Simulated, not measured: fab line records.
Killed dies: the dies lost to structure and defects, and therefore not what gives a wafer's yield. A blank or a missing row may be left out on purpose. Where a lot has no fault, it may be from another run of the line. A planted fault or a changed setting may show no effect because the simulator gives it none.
Split-lot experiment :: flow n5Finfet :: 7 lots, 21 wafers read, on a route of 1938 steps

## THE SPLIT ITSELF
At N5_SD_ACTIVATION_LSA_01 (time 0.0008 s), the setting tempC was moved away from the recipe's 1080 C on 10 of the 21 wafers read, by -2.2% to +1.7%. The other wafers ran this setting at the recipe's value.

No step appears in the file between the split and the reading.

## THE READING
Measured at N5_SD_ACTIVATION_RS_MEAS_03 by four-point probe: RS_SD_N, in ohm/sq. Typical for fault-free wafers on this fab line: 21.96 ohm/sq, with standard deviation 0.28 ohm/sq.

wafer: L076.3
tool, chamber at the split: laserAnneal-01, 0
tempC as run, C: 1080
against the recipe: recipe
RS_SD_N, ohm/sq: 22.09
against lot-mates on the recipe: -

wafer: L076.4
tool, chamber at the split: laserAnneal-01, 0
tempC as run, C: 1098
against the recipe: +1.7%
RS_SD_N, ohm/sq: 20.68
against lot-mates on the recipe: -1.41

wafer: L076.6
tool, chamber at the split: laserAnneal-01, 0
tempC as run, C: 1098
against the recipe: +1.7%
RS_SD_N, ohm/sq: 20.07
against lot-mates on the recipe: -2.02

wafer: L077.1
tool, chamber at the split: laserAnneal-02, 0
tempC as run, C: 1080
against the recipe: recipe
RS_SD_N, ohm/sq: 22.14
against lot-mates on the recipe: -

wafer: L077.2
tool, chamber at the split: laserAnneal-02, 0
tempC as run, C: 1080
against the recipe: recipe
RS_SD_N, ohm/sq: 22.09
against lot-mates on the recipe: -

wafer: L077.6
tool, chamber at the split: laserAnneal-02, 0
tempC as run, C: 1080
against the recipe: recipe
RS_SD_N, ohm/sq: 22.22
against lot-mates on the recipe: -

wafer: L079.2
tool, chamber at the split: laserAnneal-02, 0
tempC as run, C: 1056
against the recipe: -2.2%
RS_SD_N, ohm/sq: 24.40
against lot-mates on the recipe: no lot-mate on the recipe

wafer: L079.4
tool, chamber at the split: laserAnneal-02, 0
tempC as run, C: 1056
against the recipe: -2.2%
RS_SD_N, ohm/sq: 24.33
against lot-mates on the recipe: no lot-mate on the recipe

wafer: L079.6
tool, chamber at the split: laserAnneal-02, 0
tempC as run, C: 1056
against the recipe: -2.2%
RS_SD_N, ohm/sq: 24.29
against lot-mates on the recipe: no lot-mate on the recipe

wafer: L080.1
tool, chamber at the split: laserAnneal-01, 0
tempC as run, C: 1069
against the recipe: -1.0%
RS_SD_N, ohm/sq: 23.76
against lot-mates on the recipe: no lot-mate on the recipe

wafer: L080.4
tool, chamber at the split: laserAnneal-01, 0
tempC as run, C: 1069
against the recipe: -1.0%
RS_SD_N, ohm/sq: 23.71
against lot-mates on the recipe: no lot-mate on the recipe

wafer: L080.5
tool, chamber at the split: laserAnneal-01, 0
tempC as run, C: 1069
against the recipe: -1.0%
RS_SD_N, ohm/sq: 23.34
against lot-mates on the recipe: no lot-mate on the recipe

wafer: L081.2
tool, chamber at the split: laserAnneal-02, 0
tempC as run, C: 1080
against the recipe: recipe
RS_SD_N, ohm/sq: 22.57
against lot-mates on the recipe: -

wafer: L081.3
tool, chamber at the split: laserAnneal-02, 0
tempC as run, C: 1080
against the recipe: recipe
RS_SD_N, ohm/sq: 22.64
against lot-mates on the recipe: -

wafer: L081.6
tool, chamber at the split: laserAnneal-02, 0
tempC as run, C: 1080
against the recipe: recipe
RS_SD_N, ohm/sq: 22.45
against lot-mates on the recipe: -

wafer: L084.2
tool, chamber at the split: laserAnneal-01, 0
tempC as run, C: 1080
against the recipe: recipe
RS_SD_N, ohm/sq: 22.02
against lot-mates on the recipe: -

wafer: L084.4
tool, chamber at the split: laserAnneal-01, 0
tempC as run, C: 1080
against the recipe: recipe
RS_SD_N, ohm/sq: 22.11
against lot-mates on the recipe: -

wafer: L084.6
tool, chamber at the split: laserAnneal-01, 0
tempC as run, C: 1080
against the recipe: recipe
RS_SD_N, ohm/sq: 22.10
against lot-mates on the recipe: -

wafer: L085.1
tool, chamber at the split: laserAnneal-02, 0
tempC as run, C: 1080
against the recipe: recipe
RS_SD_N, ohm/sq: 21.51
against lot-mates on the recipe: -

wafer: L085.3
tool, chamber at the split: laserAnneal-02, 0
tempC as run, C: 1060
against the recipe: -1.9%
RS_SD_N, ohm/sq: 23.73
against lot-mates on the recipe: +2.22

wafer: L085.6
tool, chamber at the split: laserAnneal-02, 0
tempC as run, C: 1060
against the recipe: -1.9%
RS_SD_N, ohm/sq: 23.72
against lot-mates on the recipe: +2.21

FIT RESULTS
A straight line over all 21 wafers: RS_SD_N changes by -1 ohm/sq for each +1% of tempC; r = -0.96; the points scatter about the line by 0.32 ohm/sq.
The same after taking each lot's own level away (the mean of its wafers on the recipe; 15 wafers): -1.12 ohm/sq for each +1%; r = -0.99; scatter 0.15 ohm/sq.
Per that fit: largest tempC move, reading shift of 2.5 ohm/sq.
The lots' own levels span 21.510 to 22.553 ohm/sq, that is 3.7 times the standard deviation above.
In other words, the slope is changed by the lot-to-lot level; the two fits disagree.
Check: with one of the wafers moved furthest among these (-1.9%) left out of the fit, the line predicts +2.06 ohm/sq for it against its lot-mates. Against them it came out at +2.22 ohm/sq.
Tool readings at the split's step, against how far the setting was moved: wafer_temp_C_max r = +0.99.

## OTHER SPLITS APPLIED TO THESE WAFERS
Before the reading, these wafers also passed through other splits. Each is held against what the fit with the lots' levels taken away leaves over:
other split on the same wafers: N5_WELL_APT_COAT_02 spinRpm
wafers away from the commonest value: 3
r with RS_SD_N (lot level and that fit taken away): +0.01

other split on the same wafers: N5_WELL_APT_EXPOSE_05 doseMj
wafers away from the commonest value: 6
r with RS_SD_N (lot level and that fit taken away): -0.09

other split on the same wafers: N5_FIN_SAQP_SPACER1_ALD_24 tempC
wafers away from the commonest value: 4
r with RS_SD_N (lot level and that fit taken away): -0.19

other split on the same wafers: N5_STI_FIN_REVEAL_ETCHBACK_08 timeS
wafers away from the commonest value: 7
r with RS_SD_N (lot level and that fit taken away): -0.14

other split on the same wafers: N5_STI_FIN_REVEAL_PRECLEAN_17 timeS
wafers away from the commonest value: 6
r with RS_SD_N (lot level and that fit taken away): +0.39

other split on the same wafers: N5_SD_EPI_N_ETCH_35 sourceW
wafers away from the commonest value: 4
r with RS_SD_N (lot level and that fit taken away): -0.34

other split on the same wafers: N5_SD_EPI_N_ETCH_45 targetDepthA
wafers away from the commonest value: 5
r with RS_SD_N (lot level and that fit taken away): -0.08

other split on the same wafers: N5_SD_EPI_P_EPI_21 timeS
wafers away from the commonest value: 7
r with RS_SD_N (lot level and that fit taken away): -0.02

## THE WHOLE CHAIN: every reading that the file lists as answering this split, in the file's order
step: N5_SD_ACTIVATION_LSA_01
what it does: time 0.0008 s
reading: wafer_temp_C_max
change (the file's fit): withheld for each +1% of the setting
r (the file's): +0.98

step: N5_SD_ACTIVATION_RS_MEAS_03
what it does: measures by four-point-probe
reading: RS_SD_N
change (the file's fit): -1.12 for each +1% of the setting
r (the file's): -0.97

## FILE'S OWN FIT
RS_SD_N changes by -1.12 ohm/sq for each +1% of tempC, r = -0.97.
